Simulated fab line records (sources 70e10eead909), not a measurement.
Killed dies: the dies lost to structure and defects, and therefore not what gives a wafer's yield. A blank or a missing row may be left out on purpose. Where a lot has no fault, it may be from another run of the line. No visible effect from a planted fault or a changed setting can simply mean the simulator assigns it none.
Chamber matching || flow nandHarc || NHARC_P_ZERO_WELL_DESCUM_39 on rieDiel-01 has 4 sister chambers
The step chemistry O2, time 3 s. 4 wafers are shown with their chamber, then 8 later ones without.

## WAFERS, EACH WITH ITS CHAMBER
{"wafer": "L319.6", "chamber": 2, "showerheadPlenumPTorr (Torr)": 2.03}
{"wafer": "L321.3", "chamber": 1, "showerheadPlenumPTorr (Torr)": 1.96}
{"wafer": "L321.6", "chamber": 0, "showerheadPlenumPTorr (Torr)": 2.05}
{"wafer": "L325.1", "chamber": 3, "showerheadPlenumPTorr (Torr)": 1.78}

## WAFERS MISSING THEIR CHAMBER
{"wafer": "L325.2", "showerheadPlenumPTorr (Torr)": 2.05}
{"wafer": "L325.3", "showerheadPlenumPTorr (Torr)": 1.96}
{"wafer": "L335.1", "showerheadPlenumPTorr (Torr)": 1.95}
{"wafer": "L335.3", "showerheadPlenumPTorr (Torr)": 2.03}
{"wafer": "L335.5", "showerheadPlenumPTorr (Torr)": 2.03}
{"wafer": "L336.1", "showerheadPlenumPTorr (Torr)": 1.78}
{"wafer": "L336.5", "showerheadPlenumPTorr (Torr)": 1.95}
{"wafer": "L336.6", "showerheadPlenumPTorr (Torr)": 2.03}

## EACH ONE'S CHAMBER
{"wafer": "L325.2", "from the rows above": 0, "in truth": 0}
{"wafer": "L325.3", "from the rows above": 1, "in truth": 1}
{"wafer": "L335.1", "from the rows above": 1, "in truth": 1}
{"wafer": "L335.3", "from the rows above": 2, "in truth": 2}
{"wafer": "L335.5", "from the rows above": 2, "in truth": 2}
{"wafer": "L336.1", "from the rows above": 3, "in truth": 3}
{"wafer": "L336.5", "from the rows above": 1, "in truth": 1}
{"wafer": "L336.6", "from the rows above": 2, "in truth": 2}
Correctly placed: 8 of 8. From these rows, 0 cannot be placed. Placed wrongly: 0.
How it was worked out, from the rows above alone: a wafer's distance from a chamber is the root of the sum, over the readings, of the square of ((its reading less the chamber's mean) divided by the reading's scatter). The wafer belongs to the nearest chamber; if the next one is less than 2 further off, it can't be placed. Each chamber's mean is taken over the wafers shown for it. The scatter: with one shown wafer a chamber, the root of the mean of the squares of how far each hidden wafer lies from its nearest shown one.
